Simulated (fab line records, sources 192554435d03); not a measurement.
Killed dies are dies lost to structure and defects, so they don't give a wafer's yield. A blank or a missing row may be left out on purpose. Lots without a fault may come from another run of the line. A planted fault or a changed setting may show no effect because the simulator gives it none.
Chamber matching | flow n5_finfet | N5_FIN_SAQP_HM_DEP_72 on pecvd-03: 3 sister chambers
The step deposits SiO2 from SiH4/N2O, target thk 12 nm, time 7.2 s. 6 wafers are shown with their chamber, then 9 later ones without.

WAFERS WITH THEIR CHAMBER
wafer  | chamber | showerhead_plenum_p_Torr (Torr) | heater_power_w (W)
L083.4 | 1       | 8.24                            | 909
L085.4 | 0       | 8.38                            | 786
L085.5 | 2       | 7.90                            | 776
L087.3 | 2       | 7.87                            | 754
L087.4 | 1       | 8.23                            | 773
L087.6 | 0       | 8.41                            | 917

WAFERS WITHOUT THEIR CHAMBER
wafer  | showerhead_plenum_p_Torr (Torr) | heater_power_w (W)
L091.1 | 7.90                            | 784
L091.2 | 8.42                            | 911
L091.3 | 8.25                            | 788
L093.2 | 8.23                            | 812
L093.5 | 8.23                            | 804
L093.6 | 8.40                            | 908
L096.2 | 8.24                            | 772
L096.4 | 8.25                            | 793
L096.6 | 8.40                            | 777

WHICH CHAMBER EACH WENT THROUGH
wafer  | from the rows above | in truth
L091.1 | 2                   | 2
L091.2 | 0                   | 0
L091.3 | 1                   | 1
L093.2 | 1                   | 1
L093.5 | 1                   | 1
L093.6 | 0                   | 0
L096.2 | 1                   | 1
L096.4 | 1                   | 1
L096.6 | 0                   | 0
Placed correctly: 9 of 9. Can't be placed from these rows: 0. Placed wrongly: 0.
How it was worked out, from the rows above alone: a wafer's distance from a chamber is the root of the sum, over the readings, of the square of ((its reading less the chamber's mean) divided by the reading's scatter). The wafer belongs to the nearest chamber; if the next one is less than 2 further off, it can't be placed. A chamber's mean is the mean of its shown wafers. The scatter: the root of (the sum of the squares of (reading less its chamber's mean) over the shown wafers, divided by (wafers less chambers)).
